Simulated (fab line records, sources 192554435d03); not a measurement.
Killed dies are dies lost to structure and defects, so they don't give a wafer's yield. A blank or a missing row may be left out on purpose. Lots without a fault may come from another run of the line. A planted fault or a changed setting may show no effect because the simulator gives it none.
Chamber matching | flow n5_finfet | N5_BEOL_M5_ETCH_75 on rie_diel-01: 4 sister chambers
The step etches underlayer in N2/H2, target depth 6.5 nm, time 5.2 s. 4 wafers are shown with their chamber, then 9 later ones without.

WAFERS WITH THEIR CHAMBER
wafer  | chamber | showerhead_plenum_p_Torr (Torr)
L083.2 | 1       | 2.59
L087.2 | 2       | 2.62
L087.3 | 0       | 2.43
L087.4 | 3       | 2.42

WAFERS WITHOUT THEIR CHAMBER
wafer  | showerhead_plenum_p_Torr (Torr)
L091.2 | 2.42
L091.4 | 2.42
L091.5 | 2.42
L090.1 | 2.58
L090.2 | 2.62
L090.3 | 2.42
L097.2 | 2.58
L097.3 | 2.42
L097.6 | 2.42

WHICH CHAMBER EACH WENT THROUGH
wafer  | from the rows above | in truth
L091.2 | 3                   | 3
L091.4 | 3                   | 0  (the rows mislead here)
L091.5 | 3                   | 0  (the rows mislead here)
L090.1 | 1                   | 1
L090.2 | 2                   | 2
L090.3 | 3                   | 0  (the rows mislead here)
L097.2 | 1                   | 1
L097.3 | 3                   | 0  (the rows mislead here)
L097.6 | 3                   | 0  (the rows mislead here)
Placed correctly: 4 of 9. Can't be placed from these rows: 0. Placed wrongly: 5.
How it was worked out, from the rows above alone: a wafer's distance from a chamber is the root of the sum, over the readings, of the square of ((its reading less the chamber's mean) divided by the reading's scatter). The wafer belongs to the nearest chamber; if the next one is less than 2 further off, it can't be placed. A chamber's mean is the mean of its shown wafers. The scatter: with one shown wafer a chamber, the root of the mean of the squares of how far each hidden wafer lies from its nearest shown one.
